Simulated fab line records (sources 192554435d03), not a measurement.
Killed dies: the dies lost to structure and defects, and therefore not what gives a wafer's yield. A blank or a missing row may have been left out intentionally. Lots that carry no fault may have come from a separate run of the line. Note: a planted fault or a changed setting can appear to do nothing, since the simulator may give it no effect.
One fault seen from 2 desks | flow n5 finfet | what lay behind the numbers comes last; until then each desk has only its own

AT THE TOOL OWNER'S DESK: cmp-02
The tool's own readings at N5_ILD0_CMP_12 (polishes SiNx, stops on poly-Si, t overpolish 6 s, target thk 17.67 nm): means of the sampled wafers that have a number, for each lot that ran on this tool. If a lot's mean is further than 4 standard deviations from the usual mean, the lot is out of limits and carries the mark OUT (the distance appears in the brackets).
Columns: A = head pressure psi at N5_ILD0_CMP_12, usual 2.500 psi; B = motor current A at N5_ILD0_CMP_12, usual 9.1 A; C = overpolish run s at N5_ILD0_CMP_12, usual 6.001 s; D = time to endpoint s at N5_ILD0_CMP_12, usual 28.6 s
lot  | first seen here | A                | B   | C     | D
L312 | day 3 20:33     | 2.498            | 8.5 | 5.997 | 28.2
L318 | day 5 07:10     | 2.494            | 8.4 | 6.003 | 28.2
L322 | day 6 07:10     | 2.502            | 9.2 | 6.008 | 30.5
L329 | day 8 01:40     | 2.556 (+11) OUT  | 9.8 | 5.997 | 29.2
L330 | day 8 12:19     | 2.552 (+9.9) OUT | 9.4 | 6.001 | 31.1
This desk's verdict: out of limits on L329, L330, starting with L329 at day 8 01:40 (head pressure psi at N5_ILD0_CMP_12). Within limits: L312, L318, L322.

THE METROLOGY DESK
Means of the sampled wafers that have a number, per lot and without regard to the tool the lot ran on: this is what the gauges read. If a lot's mean is further than 4 standard deviations from the usual mean, the lot is out of limits and carries the mark OUT (the distance appears in the brackets). It has 11 readings; the 7 that lie furthest out on some lot are the ones shown.
Columns: A = thk nm at N5_ILD0_THK_MEAS_08, usual 138.6 nm; B = IOFF_N at N5_BEOL_M4_RC_MEAS_101, usual 0.145 nA/um; C = IOFF_P at N5_BEOL_M4_RC_MEAS_101, usual 0.20 nA/um; D = ION_P at N5_BEOL_M4_RC_MEAS_101, usual 462 uA/um; E = SS_P at N5_BEOL_M4_RC_MEAS_101, usual 73.1 mV/dec; F = VT_N at N5_BEOL_M4_RC_MEAS_101, usual 251 mV; G = VT_P at N5_BEOL_M4_RC_MEAS_101, usual -251 mV
lot  | first seen here | A     | B     | C    | D   | E    | F   | G
L312 | day 3 17:38     | 139.5 | 0.140 | 0.18 | 460 | 72.5 | 250 | -251
L313 | day 3 20:16     | 137.0 | 0.153 | 0.20 | 455 | 73.7 | 251 | -252
L314 | day 4 02:52     | 137.0 | 0.167 | 0.22 | 463 | 74.1 | 246 | -250
L318 | day 5 04:15     | 138.1 | 0.192 | 0.28 | 474 | 74.4 | 248 | -243
L322 | day 6 04:12     | 139.7 | 0.122 | 0.19 | 461 | 72.1 | 253 | -250
L329 | day 7 22:46     | 139.2 | 0.136 | 0.20 | 454 | 73.2 | 255 | -253
L330 | day 8 09:24     | 141.0 | 0.153 | 0.21 | 463 | 73.6 | 252 | -251
L331 | day 8 14:41     | 140.0 | 0.151 | 0.19 | 463 | 73.1 | 249 | -254
L333 | day 9 03:58     | 138.6 | 0.152 | 0.19 | 459 | 73.1 | 249 | -253
L335 | day 9 10:04     | 139.7 | 0.143 | 0.19 | 458 | 72.9 | 250 | -251
This desk found nothing out of limits on any of the 10 lots.

PUT TOGETHER
The tool owner's desk had the chance to raise an alarm at day 8 01:40 on L329, L330.
Nothing out of limits was seen by the metrology desk.
The metrology desk has L329, L330 on record, within its limits.
Every lot named ran N5_ILD0_CMP_12 on cmp-02.

WHAT WAS PUT IN BY THE SIMULATOR
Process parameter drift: cmp-02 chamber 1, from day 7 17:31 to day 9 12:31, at N5_ILD0_CMP_12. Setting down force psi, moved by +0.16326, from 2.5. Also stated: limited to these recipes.
Struck lots among those shown: L329, L330.
Each desk's first reading out of limits, in hours after the fault started: the tool owner's desk, 8.
